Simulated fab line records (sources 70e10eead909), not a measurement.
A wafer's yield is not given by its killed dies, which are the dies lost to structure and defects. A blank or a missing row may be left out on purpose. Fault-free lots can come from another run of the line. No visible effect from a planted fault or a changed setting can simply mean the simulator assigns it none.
What tool caused it?    flow nandHarc    Sampling: 12 lots, 36 wafers, 5 of 1302 route steps

WHAT THE GAUGES SHOWED, per wafer
NHARC_END_SORT_01.
lot   measured      on         defectLimitedYield (%)  killedAtArray  killedAtOther  killedAtPeriphery  killedDies  killedOpen  killedShort
L200  day 30 08:31  prober-02  86 86 89                84 86 69       0 0 0          8 6 3              92 92 72    4 3 6       4 5 3
L199  day 30 10:09  prober-01  95 95 96                27 31 23       1 0 2          6 5 4              34 36 29    4 3 9       2 1 0

EACH LOT AND THE TOOL THAT RAN IT (in order: tool; ch and the chambers of the sampled wafers; start)
lot   NHARC_A_M1_DEP_33                NHARC_A_BONDPAD_DESCUM_11          NHARC_A_BONDPAD_ETCH_34            NHARC_A_BONDPAD_PVD_17
L186  pecvd-04 ch 1,2, day 22 21:37    rieDiel-04 ch 1,2,3, day 22 23:32  rieDiel-04 ch 2,3, day 22 23:38    pvdSputter-02, day 23 00:43
L187  pecvd-01 ch 0,1, day 23 17:24    rieDiel-13 ch 2,3, day 23 19:22    rieDiel-13 ch 0,1,2, day 23 19:28  pvdSputter-01, day 23 20:26
L188  pecvd-02 ch 0,2, day 23 21:14    rieDiel-03 ch 1,2, day 23 23:11    rieDiel-03 ch 1,3, day 23 23:16    pvdSputter-03, day 24 00:15
L190  pecvd-02 ch 1,2, day 24 09:07    rieDiel-13 ch 0,3, day 24 10:53    rieDiel-13 ch 1,3, day 24 10:58    pvdSputter-01, day 24 11:57
L197  pecvd-02 ch 0,2, day 28 11:55    rieDiel-04 ch 0,2, day 28 13:49    rieDiel-04 ch 0,2,3, day 28 13:55  pvdSputter-02, day 28 14:53
L200  pecvd-01 ch 0,1, day 28 21:07    rieDiel-04 ch 0,1, day 28 22:56    rieDiel-04 ch 0,2, day 28 23:01    pvdSputter-02, day 29 00:02
L199  pecvd-02 ch 0,1, day 29 00:49    rieDiel-13 ch 2,3, day 29 02:41    rieDiel-13 ch 2,3, day 29 02:47    pvdSputter-03, day 29 03:49
L204  pecvd-02 ch 0,2, day 30 13:12    rieDiel-03 ch 2,3, day 30 15:08    rieDiel-03 ch 1,2,3, day 30 15:17  pvdSputter-01, day 30 16:15
L206  pecvd-02 ch 0,1, day 31 09:57    rieDiel-04 ch 0,1,2, day 31 11:47  rieDiel-04 ch 0,1,3, day 31 11:52  pvdSputter-01, day 31 12:55
L207  pecvd-02 ch 0,1,2, day 31 23:47  rieDiel-03 ch 0,3, day 32 01:38    rieDiel-03 ch 0,3, day 32 01:43    pvdSputter-03, day 32 02:42
L208  pecvd-01 ch 0,1,2, day 32 03:40  rieDiel-04 ch 2,3, day 32 05:29    rieDiel-04 ch 0,2, day 32 05:35    pvdSputter-02, day 32 06:32
L209  pecvd-04 ch 0,1,2, day 32 06:46  rieDiel-04 ch 1,3, day 32 08:38    rieDiel-04 ch 1,2, day 32 08:43    pvdSputter-01, day 32 09:41
- NHARC_A_M1_DEP_33: deposits SiCN, target thk 30 nm.
- NHARC_A_BONDPAD_DESCUM_11: chemistry O2, time 3 s.
- NHARC_A_BONDPAD_ETCH_34: etches the open film in N2/H2, target depth 60 nm, overetch 18 nm, time 65.91 s.
- NHARC_A_BONDPAD_PVD_17: deposits TaN, target thk 5 nm, time 8.06 s.

WHAT THE TOOLS THEMSELVES READ (means of the sampled wafers that have a number; where no wafer has one, the mark that the record gives instead)
NHARC_A_M1_DEP_33.
lot   tool      heaterPowerW (W)  susceptorTempC (C)
L186  pecvd-04  613               369.85
L187  pecvd-01  521               369.86
L188  pecvd-02  588               369.68
L190  pecvd-02  615               369.91
L197  pecvd-02  665               369.91
L200  pecvd-01  486               370.04
L199  pecvd-02  600               369.91
L204  pecvd-02  616               369.89
L206  pecvd-02  570               369.93
L207  pecvd-02  632               369.95
L208  pecvd-01  561               370.24
L209  pecvd-04  609               369.91

NHARC_A_BONDPAD_DESCUM_11.
lot   tool        drypumpMotorCurrentA (A)  oesProductAu (a.u.)  rfVppV (V)  showerheadPlenumPTorr (Torr)  throttleValvePct (%)
L186  rieDiel-04  5.7                       0.997                57.8        1.92                          11.308
L187  rieDiel-13  5.3                       0.990                57.1        1.85                          11.309
L188  rieDiel-03  6.0                       1.010                58.7        1.95                          11.320
L190  rieDiel-13  5.6                       0.993                59.0        1.83                          11.312
L197  rieDiel-04  5.4                       0.994                58.6        2.00                          11.314
L200  rieDiel-04  5.0                       0.997                57.3        1.92                          11.328
L199  rieDiel-13  5.2                       0.992                57.2        1.82                          11.312
L204  rieDiel-03  6.1                       1.004                57.7        1.88                          11.310
L206  rieDiel-04  5.5                       0.999                57.8        1.94                          11.318
L207  rieDiel-03  5.7                       0.993                57.1        1.91                          11.324
L208  rieDiel-04  6.2                       1.005                57.8        2.00                          11.312
L209  rieDiel-04  5.3                       0.999                57.3        1.84                          11.315

NHARC_A_BONDPAD_ETCH_34.
lot   tool        biasW (W)  drypumpMotorCurrentA (A)  oesProductAu (a.u.)  rfVppV (V)  showerheadPlenumPTorr (Torr)  throttleValvePct (%)
L186  rieDiel-04  149.7      6.2                       1.003                433.3       2.13                          14.181
L187  rieDiel-13  149.9      5.6                       0.998                430.2       2.03                          14.178
L188  rieDiel-03  149.7      5.7                       1.003                429.6       2.02                          14.169
L190  rieDiel-13  149.8      5.3                       0.995                432.1       2.08                          14.163
L197  rieDiel-04  149.8      5.7                       0.998                431.7       2.10                          14.167
L200  rieDiel-04  150.1      5.4                       0.991                433.2       2.13                          14.170
L199  rieDiel-13  150.2      5.2                       0.989                427.9       1.93                          14.176
L204  rieDiel-03  149.8      5.8                       1.012                431.4       2.04                          14.176
L206  rieDiel-04  150.4      5.2                       0.999                429.4       2.01                          14.167
L207  rieDiel-03  150.0      5.7                       1.007                430.3       2.04                          14.172
L208  rieDiel-04  150.0      6.0                       0.995                433.7       2.16                          14.169
L209  rieDiel-04  150.3      5.6                       0.998                429.7       2.01                          14.175

NHARC_A_BONDPAD_PVD_17.
lot   tool           throttleValvePct (%)
L186  pvdSputter-02  31.5
L187  pvdSputter-01  31.7
L188  pvdSputter-03  29.5
L190  pvdSputter-01  30.8
L197  pvdSputter-02  31.1
L200  pvdSputter-02  30.8
L199  pvdSputter-03  29.8
L204  pvdSputter-01  31.4
L206  pvdSputter-01  30.9
L207  pvdSputter-03  29.2
L208  pvdSputter-02  29.7
L209  pvdSputter-01  31.7

THE ANSWER, worked out from the rows above alone
Rule: the usual values come from the lots themselves. The widest of any qualifying gaps counts: lots, ordered by their means at a reading, are off when they make up no more than a third of the lots, leave a main group of 4 or more, and stand apart from it by 3 or more times the standard deviation of that group's means. Not used: any main group whose means are identical at the precision the tables above print for the reading. A lot without any number at a reading at which 4 lots or more have one is off too. All remaining lots with rows at the step are treated as sound. The gauges are gone through in route order, then the tools' own readings, and for those a lot's mean is taken as printed above. The first step at which some lot is off is used, and at that step the reading that is off furthest; a lot without a number counts as furthest.
No lot is off at any reading shown: from this, nothing can be told.

WHAT THE SIMULATOR PUT IN
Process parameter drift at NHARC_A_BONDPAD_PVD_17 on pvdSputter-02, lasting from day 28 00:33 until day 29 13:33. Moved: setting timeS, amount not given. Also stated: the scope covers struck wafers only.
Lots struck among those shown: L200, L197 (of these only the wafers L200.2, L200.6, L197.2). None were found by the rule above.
